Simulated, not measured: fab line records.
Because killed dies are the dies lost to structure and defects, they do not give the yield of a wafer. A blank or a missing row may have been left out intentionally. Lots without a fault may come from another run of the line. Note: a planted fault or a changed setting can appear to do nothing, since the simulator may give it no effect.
fab line records ; flow n5_finfet ; part 1 of 2: steps 1 to 22 of 31
record lots=5; wafers=15; last_day=16
route steps=1938 shown BEOL_M1@806
lots untouched by any fault: they come from a run of this same line in which no faults occurred
start_h: the number of hours between the record's first day and the start of the first shown wafer of the lot ; wait_h: hours from the lot's prior step to this one ; " as in the row above ; L1.1+2: several wafers, shown together as one row ; - value missing, or start not given ; * or withheld: withheld ; < > ~ a bound
route shown NAME@n: a module of which the file shows steps, and the number in the route of the first ; usual: mean/standard deviation taken from wafers without a fault ; same: alike in all rows ; chamber/n: place in a boat ; sites: the reading at each site ; _std_site: standard deviation across them ; _edge_site: inner sites' mean taken away from outer sites' mean ; radius_mm: for every site, how far away it sits from the centre of the wafer ; mask NAME#n: copy n ; behind: the most recent tool/chamber to have shaped the wafer ; hold: why the lot was held/for how many hours/how that ended ; device: the n, p or np transistor that did not switch ; end of line: at the end of the route, the tests of the same wafers ; a step with no rows: only its recipe ; killed: dies that structure and defects cost at the first sort, which is not the same as the wafer's yield ; map: a wafer's dies, marking killed ones x, the rest . and places with no die _
set.NAME: setting as actually run; set.NAME@STEP: the setting as run at that earlier step ; model.NAME: the simulator's own value behind a step, which no gauge read
certain route steps with their lots: each step a table, each wafer a row
services: the hour from which a tool's chamber was out of use, counted from the record's first day as start_h (under 0 if before that day), plus the number of hours and why
## steps
# step N5_BEOL_M1_PRECLEAN_42
# recipe chemistry=residue_remover; time_s=60; temp_c=40
# same time_s=60
lot.wafer;tool;chamber;start_h;wait_h
L075.1+3+4;wet_bench-02;0,3,5;135.86;0.0
L077.1+5+6;wet_bench-04;5,2,6;142.20;0.0
L087.1+2+4;wet_bench-04;2,0,5;210.15;0.0
L088.4+5+6;wet_bench-05;5,0,1;215.20;0.0
L090.1+4+5;wet_bench-05;4,7,3;231.69;0.0
# step N5_BEOL_M1_SRD_43
# recipe time_s=30; temp_c=23; rinse_liquid=diw; dry=ipa_marangoni
# usual do_supply_ppb=10.00/0.092
# same time_s=30
lot.wafer;tool;chamber;start_h;wait_h;do_supply_ppb
L075.1;wet_bench-02;0;135.87;0.0;9.92
L075.3;wet_bench-02;3;135.87;0.0;9.91
L075.4;wet_bench-02;5;135.87;0.0;10.00
L077.1;wet_bench-04;5;142.21;0.0;10.02
L077.5;wet_bench-04;2;142.21;0.0;10.03
L077.6;wet_bench-04;6;142.21;0.0;9.98
L087.1;wet_bench-04;2;210.17;0.0;10.08
L087.2;wet_bench-04;0;210.17;0.0;9.99
L087.4;wet_bench-04;5;210.17;0.0;9.97
L088.4;wet_bench-05;5;215.22;0.0;10.12
L088.5;wet_bench-05;0;215.22;0.0;10.13
L088.6;wet_bench-05;1;215.22;0.0;9.98
L090.1;wet_bench-05;4;231.73;0.0;9.99
L090.4;wet_bench-05;7;231.73;0.0;9.80
L090.5;wet_bench-05;3;231.73;0.0;10.06
# step N5_BEOL_M1_CD_MEAS_35
# recipe target_cd_nm=18; target_cd_y_nm=21; polarity=opening
# usual cd_nm=17.8/0.38
lot.wafer;tool;chamber;start_h;wait_h;cd_nm
L075.1;cd_sem-03;-;135.91;0.0;17.5
L075.3;cd_sem-03;-;135.91;0.0;19.0
L075.4;cd_sem-03;-;135.91;0.0;18.4
L077.1;cd_sem-02;-;142.25;0.0;17.5
L077.5;cd_sem-02;-;142.25;0.0;17.5
L077.6;cd_sem-02;-;142.25;0.0;17.6
L087.1;cd_sem-03;-;210.21;0.0;17.5
L087.2;cd_sem-03;-;210.21;0.0;17.9
L087.4;cd_sem-03;-;210.21;0.0;18.0
L088.4;cd_sem-01;-;215.26;0.0;17.8
L088.5;cd_sem-01;-;215.26;0.0;17.3
L088.6;cd_sem-01;-;215.26;0.0;17.8
L090.1;cd_sem-03;-;231.78;0.0;17.7
L090.4;cd_sem-03;-;231.78;0.0;17.0
L090.5;cd_sem-03;-;231.78;0.0;18.4
# step N5_BEOL_M1_DEGAS_44
# recipe ambient=vacuum; temp_c=250; time_s=60
# usual heater_power_w=356/51
# same time_s=60
lot.wafer;tool;chamber;start_h;wait_h;heater_power_w
L075.1;pvd_sputter-02;-;136.11;0.2;350
L075.3;pvd_sputter-02;-;136.11;0.2;423
L075.4;pvd_sputter-02;-;136.11;0.2;334
L077.1;pvd_sputter-02;-;142.49;0.2;423
L077.5;pvd_sputter-02;-;142.49;0.2;342
L077.6;pvd_sputter-02;-;142.49;0.2;430
L087.1;pvd_sputter-02;-;210.61;0.4;339
L087.2;pvd_sputter-02;-;210.61;0.4;424
L087.4;pvd_sputter-02;-;210.61;0.4;422
L088.4;pvd_sputter-03;-;215.47;0.2;356
L088.5;pvd_sputter-03;-;215.47;0.2;298
L088.6;pvd_sputter-03;-;215.47;0.2;357
L090.1;pvd_sputter-02;-;232.07;0.3;421
L090.4;pvd_sputter-02;-;232.07;0.3;354
L090.5;pvd_sputter-02;-;232.07;0.3;356
# step N5_BEOL_M1_PRE_CLEAN_45
# recipe gas=H2/He; time_s=30; temp_c=250
# usual heater_power_w=357/51
# same time_s=30
lot.wafer;tool;chamber;start_h;wait_h;heater_power_w
L075.1;pvd_sputter-02;-;136.15;0.0;353
L075.3;pvd_sputter-02;-;136.15;0.0;419
L075.4;pvd_sputter-02;-;136.15;0.0;339
L077.1;pvd_sputter-02;-;142.53;0.0;416
L077.5;pvd_sputter-02;-;142.53;0.0;340
L077.6;pvd_sputter-02;-;142.53;0.0;422
L087.1;pvd_sputter-02;-;210.65;0.0;334
L087.2;pvd_sputter-02;-;210.65;0.0;411
L087.4;pvd_sputter-02;-;210.65;0.0;423
L088.4;pvd_sputter-03;-;215.52;0.0;356
L088.5;pvd_sputter-03;-;215.52;0.0;299
L088.6;pvd_sputter-03;-;215.52;0.0;344
L090.1;pvd_sputter-02;-;232.11;0.0;445
L090.4;pvd_sputter-02;-;232.11;0.0;348
L090.5;pvd_sputter-02;-;232.11;0.0;363
# step N5_BEOL_M1_ALD_84
# recipe material=TaN; target_thk_a=*; temp_c=275; ald_precursor_family=PDMAT; ald_co_reactant=NH3; pressure_torr=3; carrier_flow_sccm=1500; pulse_time_s=2; purge_time_s=3; co_reactant_purge_time_s=2; co_reactant_pulse_time_s=3; ald_cycles=30; precursor_vessel_temp_c=75; precursor_vessel_pressure_torr=26.25; precursor_vessel_carrier_sccm=1000
# usual heater_power_w=420/26; precursor_vessel_carrier_sccm=999.9/3; precursor_vessel_pressure_torr=26.25/0.051
# same ald_cycles=30
lot.wafer;tool;chamber;start_h;wait_h;heater_power_w;precursor_vessel_carrier_sccm;precursor_vessel_pressure_torr
L075.1;ald_metal-02;0;136.25;0.1;397;999.9;26.27
L075.3;ald_metal-02;3;136.25;0.1;440;1000.5;26.29
L075.4;ald_metal-02;2;136.25;0.1;414;1001.9;26.16
L077.1;ald_metal-01;2;142.62;0.1;453;990.9;26.18
L077.5;ald_metal-01;2;142.62;0.1;447;995.6;26.18
L077.6;ald_metal-01;3;142.62;0.1;378;996.9;26.26
L087.1;ald_metal-01;3;210.77;0.1;383;998.5;26.33
L087.2;ald_metal-01;2;210.77;0.1;452;1001.1;26.23
L087.4;ald_metal-01;1;210.77;0.1;436;997.1;26.13
L088.4;ald_metal-02;1;215.58;0.0;414;1006.9;26.20
L088.5;ald_metal-02;3;215.58;0.0;428;997.5;26.25
L088.6;ald_metal-02;2;215.58;0.0;423;1002.4;26.30
L090.1;ald_metal-02;2;232.17;0.0;424;1001.4;26.20
L090.4;ald_metal-02;3;232.17;0.0;436;1005.7;26.26
L090.5;ald_metal-02;3;232.17;0.0;427;1004.0;26.28
# step N5_BEOL_M1_SURFACE_TREAT_85
# recipe gas=Ar; time_s=*; ion_energy_ev=*; ion_current_ma_cm2=0.5; pressure_mtorr=*; ar_flow_sccm=30
# usual throttle_valve_pct=*
# same time_s=*
lot.wafer;tool;chamber;start_h;wait_h;throttle_valve_pct
L075.1;pvd_sputter-02;-;136.71;0.4;*
L075.3;pvd_sputter-02;-;136.71;0.4;*
L075.4;pvd_sputter-02;-;136.71;0.4;*
L077.1;pvd_sputter-01;-;142.86;0.1;*
L077.5;pvd_sputter-01;-;142.86;0.1;*
L077.6;pvd_sputter-01;-;142.86;0.1;*
L087.1;pvd_sputter-02;-;211.13;0.3;*
L087.2;pvd_sputter-02;-;211.13;0.3;*
L087.4;pvd_sputter-02;-;211.13;0.3;*
L088.4;pvd_sputter-02;-;215.83;0.1;*
L088.5;pvd_sputter-02;-;215.83;0.1;*
L088.6;pvd_sputter-02;-;215.83;0.1;*
L090.1;pvd_sputter-01;-;232.65;0.4;*
L090.4;pvd_sputter-01;-;232.65;0.4;*
L090.5;pvd_sputter-01;-;232.65;0.4;*
# step N5_BEOL_M1_CVD_47
# recipe material=Co; target_thk_a=30; temp_c=withheld; precursor=CCTBA/H2; pressure_torr=30; time_s=223.8
# same time_s=223.8
lot.wafer;tool;chamber;start_h;wait_h
L075.1+3+4;cvd_co-02;1,2,0;137.00;0.3
L077.1+5+6;cvd_co-02;1,1,2;142.92;0.0
L087.1+2+4;cvd_co-02;0,2,1;211.42;0.3
L088.4+5+6;cvd_co-01;2,1,0;215.96;0.1
L090.1+4+5;cvd_co-02;1,2,0;232.71;0.0
# step N5_BEOL_M1_SPUTTER_48
# recipe material=Cu; target_thk_a=45; temp_c=-20; chamber_pressure_pa=0.07; power_w=withheld; time_s=8.29
# usual chuck_gas_flow_sccm=1.27/0.055; chuck_sensor_temp_C=-15.9/0.56; throttle_valve_pct=29.7/1.1
# same time_s=8.29
lot.wafer;tool;chamber;start_h;wait_h;chuck_gas_flow_sccm;chuck_sensor_temp_C;throttle_valve_pct
L075.1;pvd_sputter-03;-;138.94;1.9;1.33;-15.9;27.2
L075.3;pvd_sputter-03;-;138.94;1.9;1.31;-15.2;29.0
L075.4;pvd_sputter-03;-;138.94;1.9;1.23;-16.4;30.3
L077.1;pvd_sputter-01;-;143.11;0.1;1.25;-16.6;30.5
L077.5;pvd_sputter-01;-;143.11;0.1;1.24;-16.3;28.1
L077.6;pvd_sputter-01;-;143.11;0.1;1.28;-15.2;29.8
L087.1;pvd_sputter-01;-;211.94;0.4;1.18;-15.0;29.5
L087.2;pvd_sputter-01;-;211.94;0.4;1.37;-15.6;30.8
L087.4;pvd_sputter-01;-;211.94;0.4;1.19;-16.5;30.5
L088.4;pvd_sputter-03;-;216.17;0.1;1.42;-15.3;28.9
L088.5;pvd_sputter-03;-;216.17;0.1;1.27;-15.2;28.6
L088.6;pvd_sputter-03;-;216.17;0.1;1.21;-16.7;30.2
L090.1;pvd_sputter-01;-;232.87;0.1;1.31;-15.1;29.4
L090.4;pvd_sputter-01;-;232.87;0.1;1.32;-15.4;30.6
L090.5;pvd_sputter-01;-;232.87;0.1;1.42;-15.5;30.6
# step N5_BEOL_M1_ANNEAL_49
# recipe temp_c=400; time_s=240; ambient=vacuum
# usual heater_power_w=844/120
# same time_s=240
lot.wafer;tool;chamber;start_h;wait_h;heater_power_w
L075.1;pvd_sputter-03;-;139.02;0.0;775
L075.3;pvd_sputter-03;-;139.02;0.0;886
L075.4;pvd_sputter-03;-;139.02;0.0;874
L077.1;pvd_sputter-01;-;143.19;0.0;721
L077.5;pvd_sputter-01;-;143.19;0.0;822
L077.6;pvd_sputter-01;-;143.19;0.0;681
L087.1;pvd_sputter-01;-;212.02;0.0;662
L087.2;pvd_sputter-01;-;212.02;0.0;967
L087.4;pvd_sputter-01;-;212.02;0.0;700
L088.4;pvd_sputter-03;-;216.25;0.0;879
L088.5;pvd_sputter-03;-;216.25;0.0;877
L088.6;pvd_sputter-03;-;216.25;0.0;898
L090.1;pvd_sputter-01;-;232.95;0.0;676
L090.4;pvd_sputter-01;-;232.95;0.0;939
L090.5;pvd_sputter-01;-;232.95;0.0;974
# step N5_BEOL_M1_SPUTTER_79
# recipe material=Cu; target_thk_a=45; temp_c=-20; chamber_pressure_pa=0.07; power_w=withheld; time_s=8.29
# usual chuck_gas_flow_sccm=1.27/0.052; chuck_sensor_temp_C=-15.9/0.55; throttle_valve_pct=29.7/1.1
# same time_s=8.29
lot.wafer;tool;chamber;start_h;wait_h;chuck_gas_flow_sccm;chuck_sensor_temp_C;throttle_valve_pct
L075.1;pvd_sputter-03;-;139.16;0.1;1.24;-15.9;27.3
L075.3;pvd_sputter-03;-;139.16;0.1;1.21;-15.3;28.5
L075.4;pvd_sputter-03;-;139.16;0.1;1.26;-16.5;30.4
L077.1;pvd_sputter-01;-;143.33;0.1;1.28;-16.5;30.7
L077.5;pvd_sputter-01;-;143.33;0.1;1.20;-16.2;28.1
L077.6;pvd_sputter-01;-;143.33;0.1;1.25;-15.2;29.4
L087.1;pvd_sputter-01;-;212.16;0.1;1.30;-15.1;29.4
L087.2;pvd_sputter-01;-;212.16;0.1;1.34;-15.5;30.4
L087.4;pvd_sputter-01;-;212.16;0.1;1.33;-16.6;30.5
L088.4;pvd_sputter-03;-;216.41;0.1;1.20;-15.3;28.5
L088.5;pvd_sputter-03;-;216.41;0.1;1.22;-15.3;28.9
L088.6;pvd_sputter-03;-;216.41;0.1;1.24;-16.4;29.9
L090.1;pvd_sputter-01;-;233.09;0.1;1.29;-15.1;29.2
L090.4;pvd_sputter-01;-;233.09;0.1;1.23;-15.5;30.8
L090.5;pvd_sputter-01;-;233.09;0.1;1.34;-15.5;30.7
# step N5_BEOL_M1_ANNEAL_80
# recipe temp_c=400; time_s=240; ambient=vacuum
# usual heater_power_w=845/120
# same time_s=240
lot.wafer;tool;chamber;start_h;wait_h;heater_power_w
L075.1;pvd_sputter-03;-;139.24;0.0;796
L075.3;pvd_sputter-03;-;139.24;0.0;882
L075.4;pvd_sputter-03;-;139.24;0.0;872
L077.1;pvd_sputter-01;-;143.41;0.0;716
L077.5;pvd_sputter-01;-;143.41;0.0;808
L077.6;pvd_sputter-01;-;143.41;0.0;670
L087.1;pvd_sputter-01;-;212.24;0.0;670
L087.2;pvd_sputter-01;-;212.24;0.0;947
L087.4;pvd_sputter-01;-;212.24;0.0;710
L088.4;pvd_sputter-03;-;216.49;0.0;868
L088.5;pvd_sputter-03;-;216.49;0.0;898
L088.6;pvd_sputter-03;-;216.49;0.0;891
L090.1;pvd_sputter-01;-;233.17;0.0;675
L090.4;pvd_sputter-01;-;233.17;0.0;965
L090.5;pvd_sputter-01;-;233.17;0.0;986
# step N5_BEOL_M1_SPUTTER_81
# recipe material=Cu; target_thk_a=45; temp_c=-20; chamber_pressure_pa=0.07; power_w=withheld; time_s=8.29
# usual chuck_gas_flow_sccm=1.27/0.053; chuck_sensor_temp_C=-15.9/0.55; throttle_valve_pct=29.7/1.1
# same time_s=8.29
lot.wafer;tool;chamber;start_h;wait_h;chuck_gas_flow_sccm;chuck_sensor_temp_C;throttle_valve_pct
L075.1;pvd_sputter-03;-;139.38;0.1;1.25;-16.0;27.3
L075.3;pvd_sputter-03;-;139.38;0.1;1.16;-15.2;28.9
L075.4;pvd_sputter-03;-;139.38;0.1;1.38;-16.4;30.1
L077.1;pvd_sputter-01;-;143.55;0.1;1.35;-16.7;30.8
L077.5;pvd_sputter-01;-;143.55;0.1;1.31;-16.2;28.0
L077.6;pvd_sputter-01;-;143.55;0.1;1.26;-15.0;29.2
L087.1;pvd_sputter-01;-;212.38;0.1;1.25;-15.2;29.5
L087.2;pvd_sputter-01;-;212.38;0.1;1.26;-15.6;30.4
L087.4;pvd_sputter-01;-;212.38;0.1;1.28;-16.5;30.6
L088.4;pvd_sputter-03;-;216.64;0.1;1.31;-15.2;28.7
L088.5;pvd_sputter-03;-;216.64;0.1;1.30;-15.1;28.9
L088.6;pvd_sputter-03;-;216.64;0.1;1.29;-16.5;30.4
L090.1;pvd_sputter-01;-;233.31;0.1;1.22;-15.0;29.6
L090.4;pvd_sputter-01;-;233.31;0.1;1.39;-15.5;30.6
L090.5;pvd_sputter-01;-;233.31;0.1;1.33;-15.4;30.8
# step N5_BEOL_M1_ANNEAL_82
# recipe temp_c=400; time_s=240; ambient=vacuum
# usual heater_power_w=843/120
# same time_s=240
lot.wafer;tool;chamber;start_h;wait_h;heater_power_w
L075.1;pvd_sputter-03;-;139.46;0.0;793
L075.3;pvd_sputter-03;-;139.46;0.0;867
L075.4;pvd_sputter-03;-;139.46;0.0;881
L077.1;pvd_sputter-01;-;143.63;0.0;713
L077.5;pvd_sputter-01;-;143.63;0.0;798
L077.6;pvd_sputter-01;-;143.63;0.0;706
L087.1;pvd_sputter-01;-;212.46;0.0;677
L087.2;pvd_sputter-01;-;212.46;0.0;951
L087.4;pvd_sputter-01;-;212.46;0.0;726
L088.4;pvd_sputter-03;-;216.73;0.0;883
L088.5;pvd_sputter-03;-;216.73;0.0;875
L088.6;pvd_sputter-03;-;216.73;0.0;878
L090.1;pvd_sputter-01;-;233.39;0.0;683
L090.4;pvd_sputter-01;-;233.39;0.0;956
L090.5;pvd_sputter-01;-;233.39;0.0;947
# step N5_BEOL_M1_SPUTTER_86
# recipe material=Cu; target_thk_a=45; temp_c=-20; chamber_pressure_pa=0.07; power_w=withheld; time_s=8.29
# usual chuck_gas_flow_sccm=1.27/0.051; chuck_sensor_temp_C=-15.9/0.56; throttle_valve_pct=29.7/1.1
# same time_s=8.29
lot.wafer;tool;chamber;start_h;wait_h;chuck_gas_flow_sccm;chuck_sensor_temp_C;throttle_valve_pct
L075.1;pvd_sputter-03;-;139.60;0.1;1.31;-15.9;27.1
L075.3;pvd_sputter-03;-;139.60;0.1;1.25;-15.2;28.7
L075.4;pvd_sputter-03;-;139.60;0.1;1.29;-16.5;30.1
L077.1;pvd_sputter-01;-;143.77;0.1;1.26;-16.6;30.8
L077.5;pvd_sputter-01;-;143.77;0.1;1.24;-16.5;28.3
L077.6;pvd_sputter-01;-;143.77;0.1;1.28;-15.2;29.3
L087.1;pvd_sputter-01;-;212.60;0.1;1.39;-15.1;29.3
L087.2;pvd_sputter-01;-;212.60;0.1;1.32;-15.7;30.6
L087.4;pvd_sputter-01;-;212.60;0.1;1.21;-16.6;30.9
L088.4;pvd_sputter-03;-;216.88;0.1;1.24;-15.2;28.6
L088.5;pvd_sputter-03;-;216.88;0.1;1.20;-15.3;28.6
L088.6;pvd_sputter-03;-;216.88;0.1;1.25;-16.6;30.1
L090.1;pvd_sputter-01;-;233.53;0.1;1.26;-15.1;29.5
L090.4;pvd_sputter-01;-;233.53;0.1;1.29;-15.6;30.6
L090.5;pvd_sputter-01;-;233.53;0.1;1.29;-15.4;30.4
# step N5_BEOL_M1_ANNEAL_87
# recipe temp_c=400; time_s=240; ambient=vacuum
# usual heater_power_w=844/120
# same time_s=240
lot.wafer;tool;chamber;start_h;wait_h;heater_power_w
L075.1;pvd_sputter-03;-;139.68;0.0;779
L075.3;pvd_sputter-03;-;139.68;0.0;856
L075.4;pvd_sputter-03;-;139.68;0.0;885
L077.1;pvd_sputter-01;-;143.85;0.0;708
L077.5;pvd_sputter-01;-;143.85;0.0;807
L077.6;pvd_sputter-01;-;143.85;0.0;688
L087.1;pvd_sputter-01;-;212.68;0.0;682
L087.2;pvd_sputter-01;-;212.68;0.0;949
L087.4;pvd_sputter-01;-;212.68;0.0;718
L088.4;pvd_sputter-03;-;216.97;0.0;868
L088.5;pvd_sputter-03;-;216.97;0.0;874
L088.6;pvd_sputter-03;-;216.97;0.0;893
L090.1;pvd_sputter-01;-;233.61;0.0;682
L090.4;pvd_sputter-01;-;233.61;0.0;961
L090.5;pvd_sputter-01;-;233.61;0.0;934
# step N5_BEOL_M1_SPUTTER_88
# recipe material=Cu; target_thk_a=45; temp_c=-20; chamber_pressure_pa=0.07; power_w=withheld; time_s=8.29
# usual chuck_gas_flow_sccm=1.27/0.054; chuck_sensor_temp_C=-15.9/0.55; throttle_valve_pct=29.8/1.1
# same time_s=8.29
lot.wafer;tool;chamber;start_h;wait_h;chuck_gas_flow_sccm;chuck_sensor_temp_C;throttle_valve_pct
L075.1;pvd_sputter-03;-;139.82;0.1;1.27;-16.0;27.2
L075.3;pvd_sputter-03;-;139.82;0.1;1.24;-15.4;29.0
L075.4;pvd_sputter-03;-;139.82;0.1;1.31;-16.5;30.2
L077.1;pvd_sputter-01;-;143.99;0.1;1.26;-16.5;30.5
L077.5;pvd_sputter-01;-;143.99;0.1;1.26;-16.4;28.4
L077.6;pvd_sputter-01;-;143.99;0.1;1.21;-15.1;29.6
L087.1;pvd_sputter-01;-;212.82;0.1;1.29;-15.1;29.4
L087.2;pvd_sputter-01;-;212.82;0.1;1.38;-15.5;30.6
L087.4;pvd_sputter-01;-;212.82;0.1;1.24;-16.6;30.6
L088.4;pvd_sputter-03;-;217.12;0.1;1.29;-15.2;28.9
L088.5;pvd_sputter-03;-;217.12;0.1;1.22;-15.2;28.9
L088.6;pvd_sputter-03;-;217.12;0.1;1.36;-16.5;30.2
L090.1;pvd_sputter-01;-;233.75;0.1;1.18;-15.0;29.6
L090.4;pvd_sputter-01;-;233.75;0.1;1.35;-15.5;30.6
L090.5;pvd_sputter-01;-;233.75;0.1;1.30;-15.3;30.7
# step N5_BEOL_M1_ANNEAL_89
# recipe temp_c=400; time_s=240; ambient=vacuum
# usual heater_power_w=844/120
# same time_s=240
lot.wafer;tool;chamber;start_h;wait_h;heater_power_w
L075.1;pvd_sputter-03;-;139.90;0.0;772
L075.3;pvd_sputter-03;-;139.90;0.0;861
L075.4;pvd_sputter-03;-;139.90;0.0;890
L077.1;pvd_sputter-01;-;144.07;0.0;724
L077.5;pvd_sputter-01;-;144.07;0.0;793
L077.6;pvd_sputter-01;-;144.07;0.0;668
L087.1;pvd_sputter-01;-;212.90;0.0;682
L087.2;pvd_sputter-01;-;212.90;0.0;980
L087.4;pvd_sputter-01;-;212.90;0.0;704
L088.4;pvd_sputter-03;-;217.21;0.0;888
L088.5;pvd_sputter-03;-;217.21;0.0;880
L088.6;pvd_sputter-03;-;217.21;0.0;889
L090.1;pvd_sputter-01;-;233.83;0.0;688
L090.4;pvd_sputter-01;-;233.83;0.0;965
L090.5;pvd_sputter-01;-;233.83;0.0;967
# step N5_BEOL_M1_SPUTTER_90
# recipe material=Cu; target_thk_a=45; temp_c=-20; chamber_pressure_pa=0.07; power_w=withheld; time_s=8.29
# usual chuck_gas_flow_sccm=1.27/0.056; chuck_sensor_temp_C=-15.9/0.56; throttle_valve_pct=29.7/1.1
# same time_s=8.29
lot.wafer;tool;chamber;start_h;wait_h;chuck_gas_flow_sccm;chuck_sensor_temp_C;throttle_valve_pct
L075.1;pvd_sputter-03;-;140.04;0.1;1.30;-16.0;27.3
L075.3;pvd_sputter-03;-;140.04;0.1;1.32;-15.1;28.9
L075.4;pvd_sputter-03;-;140.04;0.1;1.37;-16.4;30.0
L077.1;pvd_sputter-01;-;144.21;0.1;1.20;-16.7;30.7
L077.5;pvd_sputter-01;-;144.21;0.1;1.21;-16.3;28.3
L077.6;pvd_sputter-01;-;144.21;0.1;1.29;-15.0;29.4
L087.1;pvd_sputter-01;-;213.04;0.1;1.30;-15.0;29.4
L087.2;pvd_sputter-01;-;213.04;0.1;1.30;-15.5;30.7
L087.4;pvd_sputter-01;-;213.04;0.1;1.26;-16.6;30.6
L088.4;pvd_sputter-03;-;217.36;0.1;1.29;-15.0;28.7
L088.5;pvd_sputter-03;-;217.36;0.1;1.29;-15.2;28.8
L088.6;pvd_sputter-03;-;217.36;0.1;1.26;-16.2;30.5
L090.1;pvd_sputter-01;-;233.97;0.1;1.29;-15.1;29.4
L090.4;pvd_sputter-01;-;233.97;0.1;1.36;-15.4;30.5
L090.5;pvd_sputter-01;-;233.97;0.1;1.29;-15.4;30.5
# step N5_BEOL_M1_ANNEAL_91
# recipe temp_c=400; time_s=240; ambient=vacuum
# usual heater_power_w=844/120
# same time_s=240
lot.wafer;tool;chamber;start_h;wait_h;heater_power_w
L075.1;pvd_sputter-03;-;140.12;0.0;779
L075.3;pvd_sputter-03;-;140.12;0.0;899
L075.4;pvd_sputter-03;-;140.12;0.0;898
L077.1;pvd_sputter-01;-;144.29;0.0;705
L077.5;pvd_sputter-01;-;144.29;0.0;790
L077.6;pvd_sputter-01;-;144.29;0.0;709
L087.1;pvd_sputter-01;-;213.12;0.0;678
L087.2;pvd_sputter-01;-;213.12;0.0;963
L087.4;pvd_sputter-01;-;213.12;0.0;703
L088.4;pvd_sputter-03;-;217.45;0.0;878
L088.5;pvd_sputter-03;-;217.45;0.0;872
L088.6;pvd_sputter-03;-;217.45;0.0;892
L090.1;pvd_sputter-01;-;234.05;0.0;684
L090.4;pvd_sputter-01;-;234.05;0.0;990
L090.5;pvd_sputter-01;-;234.05;0.0;964
# step N5_BEOL_M1_SPUTTER_92
# recipe material=Cu; target_thk_a=45; temp_c=-20; chamber_pressure_pa=0.07; power_w=withheld; time_s=8.29
# usual chuck_gas_flow_sccm=1.27/0.057; chuck_sensor_temp_C=-15.9/0.54; throttle_valve_pct=29.7/1.1
# same time_s=8.29
lot.wafer;tool;chamber;start_h;wait_h;chuck_gas_flow_sccm;chuck_sensor_temp_C;throttle_valve_pct
L075.1;pvd_sputter-03;-;140.26;0.1;1.17;-15.9;27.3
L075.3;pvd_sputter-03;-;140.26;0.1;1.30;-15.2;28.5
L075.4;pvd_sputter-03;-;140.26;0.1;1.28;-16.6;30.1
L077.1;pvd_sputter-01;-;144.43;0.1;1.23;-16.3;30.6
L077.5;pvd_sputter-01;-;144.43;0.1;1.23;-16.3;28.2
L077.6;pvd_sputter-01;-;144.43;0.1;1.18;-15.1;29.4
L087.1;pvd_sputter-01;-;213.26;0.1;1.21;-15.2;29.3
L087.2;pvd_sputter-01;-;213.26;0.1;1.23;-15.4;30.7
L087.4;pvd_sputter-01;-;213.26;0.1;1.36;-16.6;30.5
L088.4;pvd_sputter-03;-;217.60;0.1;1.25;-15.3;28.8
L088.5;pvd_sputter-03;-;217.60;0.1;1.26;-15.2;28.7
L088.6;pvd_sputter-03;-;217.60;0.1;1.26;-16.5;30.3
L090.1;pvd_sputter-01;-;234.19;0.1;1.23;-15.0;29.2
L090.4;pvd_sputter-01;-;234.19;0.1;1.29;-15.4;30.7
L090.5;pvd_sputter-01;-;234.19;0.1;1.39;-15.4;30.7
# step N5_BEOL_M1_ANNEAL_93
# recipe temp_c=400; time_s=240; ambient=vacuum
# usual heater_power_w=844/120
# same time_s=240
lot.wafer;tool;chamber;start_h;wait_h;heater_power_w
L075.1;pvd_sputter-03;-;140.34;0.0;766
L075.3;pvd_sputter-03;-;140.34;0.0;872
L075.4;pvd_sputter-03;-;140.34;0.0;884
L077.1;pvd_sputter-01;-;144.51;0.0;700
L077.5;pvd_sputter-01;-;144.51;0.0;815
L077.6;pvd_sputter-01;-;144.51;0.0;681
L087.1;pvd_sputter-01;-;213.34;0.0;664
L087.2;pvd_sputter-01;-;213.34;0.0;949
L087.4;pvd_sputter-01;-;213.34;0.0;718
L088.4;pvd_sputter-03;-;217.68;0.0;845
L088.5;pvd_sputter-03;-;217.68;0.0;861
L088.6;pvd_sputter-03;-;217.68;0.0;871
L090.1;pvd_sputter-01;-;234.27;0.0;684
L090.4;pvd_sputter-01;-;234.27;0.0;971
L090.5;pvd_sputter-01;-;234.27;0.0;928
